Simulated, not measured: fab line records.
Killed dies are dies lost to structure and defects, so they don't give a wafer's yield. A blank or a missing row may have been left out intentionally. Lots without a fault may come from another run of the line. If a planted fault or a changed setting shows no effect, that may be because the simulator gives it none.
What tool caused it? | flow n5-finfet | route of 1938 steps, sampled at 1 step: 6 lots, 16 wafers

== WHAT THE GAUGES SHOWED, per wafer ==
N5_BEOL_M8_OVL_MEAS_29.
lot  | measured     | on         | V7_OVL (nm)
L557 | day 9 16:19  | overlay-01 | 0.0 -0.7 -0.5
L559 | day 10 02:56 | overlay-01 | 0.1 0.6 -0.9
L561 | day 10 13:40 | overlay-02 | 1.4
L572 | day 13 10:27 | overlay-02 | -0.1 -0.8 0.2
L576 | day 14 04:33 | overlay-02 | -0.9 -1.2 0.1
L579 | day 15 15:19 | overlay-02 | -0.7 -0.1 -1.1

== WHICH TOOL RAN EACH LOT (tool, then ch and the chambers of the sampled wafers, then the start) ==
Before these readings, the record contains no process step.

== THE ANSWER, worked out from the rows above alone ==
Rule: the lots themselves supply what counts as usual. The widest of any qualifying gaps counts: lots, ordered by their means at a reading, are off when they make up no more than a third of the lots, leave a main group of 4 or more, and stand apart from it by 3 or more times the standard deviation of that group's means. The tables above print the reading to a certain number of digits; a main group whose means all agree to those digits is not used. Also off: a lot with no number at a reading for which 4 or more lots have one. Where the step has rows for the other lots, those lots are counted as sound.
Off: at N5_BEOL_M8_OVL_MEAS_29 (V7_OVL), L561. For the main group the mean is -0.4 nm and the standard deviation 0.23.
A tool fits if, at a process step before that reading, it ran every lot that is off, and no sound lot after the first of them. Gauges at N5_BEOL_M8_OVL_MEAS_29: tried the same way as those tools. Not one of the candidates tried fits.

== WHAT HAD BEEN PUT IN BY THE SIMULATOR ==
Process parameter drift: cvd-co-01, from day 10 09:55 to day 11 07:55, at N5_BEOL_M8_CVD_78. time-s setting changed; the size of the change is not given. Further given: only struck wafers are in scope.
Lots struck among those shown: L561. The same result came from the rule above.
